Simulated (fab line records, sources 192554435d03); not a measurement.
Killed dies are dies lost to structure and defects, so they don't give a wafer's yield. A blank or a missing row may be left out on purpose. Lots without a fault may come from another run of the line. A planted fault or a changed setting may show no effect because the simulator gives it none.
Chamber matching | flow n5_finfet | N5_BEOL_M2_STRIP_19 on rie_diel-01: 4 sister chambers
The step strips in O2. 18 wafers are shown with their chamber, then 9 later ones without.

WAFERS WITH THEIR CHAMBER
wafer  | chamber | drypump_motor_current_A (A) | throttle_valve_pct (%) | oes_product_au (a.u.)
L074.1 | 3       | 5.6                         | 16.47                  | 0.79
L074.5 | 0       | 5.8                         | 17.07                  | 0.66
L074.6 | 1       | 5.1                         | 17.01                  | 0.69
L075.3 | 0       | 5.8                         | 17.07                  | 0.67
L075.4 | 2       | 5.9                         | 17.34                  | 0.70
L075.6 | 3       | 5.6                         | 16.49                  | 0.79
L080.3 | 0       | 5.8                         | 16.60                  | 0.95
L080.5 | 3       | 5.6                         | 16.50                  | 0.77
L080.6 | 0       | 5.8                         | 16.63                  | 0.95
L081.1 | 1       | 5.1                         | 17.05                  | 0.68
L081.3 | 0       | 5.8                         | 16.63                  | 0.94
L081.6 | 3       | 5.6                         | 16.51                  | 0.77
L082.1 | 0       | 5.8                         | 16.62                  | 0.93
L082.4 | 2       | 5.9                         | 16.85                  | 0.99
L082.5 | 3       | 5.6                         | 16.53                  | 0.77
L085.1 | 0       | 5.8                         | 16.63                  | 0.91
L085.3 | 3       | 5.6                         | 16.53                  | 0.76
L085.6 | 1       | 5.0                         | 17.08                  | 0.67

SIGNATURES (means of the wafers above)
reading                 | chamber 0 | chamber 1 | chamber 2 | chamber 3 | scatter within a chamber
drypump_motor_current_A | 5.800     | 5.067     | 5.900     | 5.600     | 0.0218
throttle_valve_pct      | 16.7500   | 17.0467   | 17.0950   | 16.5050   | 0.172
oes_product_au          | 0.8586    | 0.6800    | 0.8450    | 0.7750    | 0.103
Rule: a wafer's distance from a chamber is the root of the sum, over the readings, of the square of ((its reading less the chamber's mean) divided by the reading's scatter). The wafer belongs to the nearest chamber; if the next one is less than 2 further off, it can't be placed. The scatter: the root of (the sum of the squares of (reading less its chamber's mean) over the shown wafers, divided by (wafers less chambers)).

WAFERS WITHOUT THEIR CHAMBER
wafer  | drypump_motor_current_A (A) | throttle_valve_pct (%) | oes_product_au (a.u.)
L086.1 | 5.8                         | 16.63                  | 0.91
L086.3 | 5.9                         | 16.88                  | 0.96
L086.4 | 5.0                         | 17.05                  | 0.67
L089.2 | 5.8                         | 16.65                  | 0.89
L089.3 | 5.6                         | 16.54                  | 0.75
L089.5 | 5.6                         | 16.54                  | 0.75
L097.1 | 5.6                         | 16.57                  | 0.74
L097.3 | 5.9                         | 16.91                  | 0.89
L097.6 | 5.6                         | 16.58                  | 0.74

WHICH CHAMBER EACH WENT THROUGH
wafer  | from the rows above | in truth
L086.1 | 0                   | 0
L086.3 | 2                   | 2
L086.4 | 1                   | 1
L089.2 | 0                   | 0
L089.3 | 3                   | 3
L089.5 | 3                   | 3
L097.1 | 3                   | 3
L097.3 | 2                   | 2
L097.6 | 3                   | 3
Placed correctly: 9 of 9. Can't be placed from these rows: 0. Placed wrongly: 0.
